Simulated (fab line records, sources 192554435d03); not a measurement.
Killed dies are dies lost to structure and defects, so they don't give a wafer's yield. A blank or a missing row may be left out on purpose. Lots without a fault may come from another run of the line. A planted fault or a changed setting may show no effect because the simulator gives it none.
A struck lot beside a sound one | flow n5_finfet | 16 steps out of a route of 1938
Sound: wafers L291.2, L291.4, L291.6. Struck: wafers L302.2, L302.5, L302.6. The cause comes at the end.
At each step with rows: each side's tool, then ch and its chambers, then its first start. Under that, the readings that differ: sound wafers | struck wafers | difference of the means | sigmas: that difference in standard deviations of wafers without a fault.
alike: readings whose means differ by less than 2 such deviations, and words and numbers that are the same on both sides. not compared: withheld readings, readings that some wafer has no value for, bounds like >300 that may hide the same value, and numbers for which the record gives no deviation and whose values overlap.
The two part at a step that has a row with sigmas, a row that says differs or no value, or rows on one side only. Numbers that don't overlap but have no deviation are shown without sigmas and don't part them. A reading that every wafer of one side lacks parts them only if that side has two wafers or more.

first, 8 steps without rows for these wafers: N5_BEOL_M1_COAT_62 (time 60 s, resist thk 12 nm); N5_BEOL_M1_COAT_73 (time 60 s, resist thk 5 nm); N5_BEOL_M1_COAT_05 (resist thk 30 nm); N5_BEOL_M1_EBR_07; N5_BEOL_M1_SOFTBAKE_06 (time 60 s); N5_BEOL_M1_EXPOSE_08 (exposes mask M1); N5_BEOL_M1_PEB_09 (peb time 60 s); N5_BEOL_M1_DEVELOP_10 (develop time 30 s).
N5_BEOL_M1_CD_MEAS_11: target cd 17.05 nm.
  sound on cd_sem-02 ch 0, day 7 06:10; struck on cd_sem-03 ch 0, day 9 21:57
  alike: cd_nm
N5_BEOL_M1_OVL_MEAS_12:
  sound on overlay-02 ch 0, day 7 06:12; struck on overlay-02 ch 0, day 9 21:59
  alike: M1_OVL
N5_BEOL_M1_INSPECT_13: inspects for defects (brightfield).
  sound on defect_inspect-01, day 7 06:16; struck on defect_inspect-02, day 9 22:02
  alike: raw_defect_count
N5_BEOL_M1_DESCUM_16: chemistry O2, time 7 s.
  sound on rie_diel-04 ch 2,3, day 7 06:17; struck on rie_diel-05 ch 0,2,3, day 9 22:05
  alike: bias_power_w, drypump_motor_current_A, o2_flow_sccm, oes_product_au, rf_vpp_V, showerhead_plenum_p_Torr, throttle_valve_pct
  not compared: rf_hours_counter_h
N5_BEOL_M1_ETCH_74: etches underlayer in N2/H2, target depth 6.5 nm, time 5.2 s.
  sound on rie_diel-04 ch 2,3, day 7 06:19; struck on rie_diel-05 ch 0,2,3, day 9 22:07
  reading               | sound             | struck            | difference | sigmas
  bias_w (W)            | 150.8 150.4 149.9 | 160.4 160.7 160.8 | +10.3      | +23
  etch_rf_on_time_s (s) | 5.25 5.19 5.19    | 5.00 4.89 4.90    | -0.28      | -3
  rf_vpp_V (V)          | 521.3 522.1 521.4 | 549.6 545.4 545.0 | +25.1      | +9
  alike: drypump_motor_current_A, oes_product_au, showerhead_plenum_p_Torr, throttle_valve_pct
  not compared: rf_hours_counter_h
N5_BEOL_M1_ETCH_63: etches SiARC in CF4, target depth 15.6 nm, time 26 s.
  sound on rie_diel-04 ch 2,3, day 7 06:20; struck on rie_diel-05 ch 0,2,3, day 9 22:08
  alike: bias_w, drypump_motor_current_A, etch_rf_on_time_s, oes_product_au, rf_vpp_V, showerhead_plenum_p_Torr, throttle_valve_pct
  not compared: rf_hours_counter_h
-- the record jumps here: 4 days lie between the struck wafers' starts before and after (it left off in module BEOL_M1 and takes up again in module BEOL_M4, whose first step shown is number 1111 of the route) --
N5_BEOL_M4_RC_MEAS_101:
  sound on prober-01 ch 0, day 10 03:08; struck on prober-02 ch 0, day 13 18:16
  alike: DIBL_N, DIBL_P, IOFF_N, IOFF_P, ION_N, ION_P, SS_N, SS_P, VT_N, VT_P
-- the record jumps here: 5 days lie between the struck wafers' starts before and after (it left off in module BEOL_M4 and takes up again in module PASSIVATION, whose first step shown is number 1936 of the route) --
N5_PASSIVATION_PROBE_49:
  sound on prober-01, day 15 07:01; struck on prober-01, day 18 08:19
  alike: defect_limited_yield, killed_at_M0_to_M3, killed_at_M4_up, killed_at_contacts, killed_at_front_end, killed_at_other, killed_dies, killed_open, killed_short, sort_bin_5_function, sort_bin_6_memory, sort_n_pass, sort_yield_pct

WHERE THEY PART
Only at N5_BEOL_M1_ETCH_74, within this record. Later steps at which nothing parts them and some readings are alike: N5_BEOL_M1_ETCH_63, N5_BEOL_M4_RC_MEAS_101, N5_PASSIVATION_PROBE_49.

WHY: what the simulator had put in
Process parameter drift: rie_diel-05, from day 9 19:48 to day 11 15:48, at N5_BEOL_M1_ETCH_74. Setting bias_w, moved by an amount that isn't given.
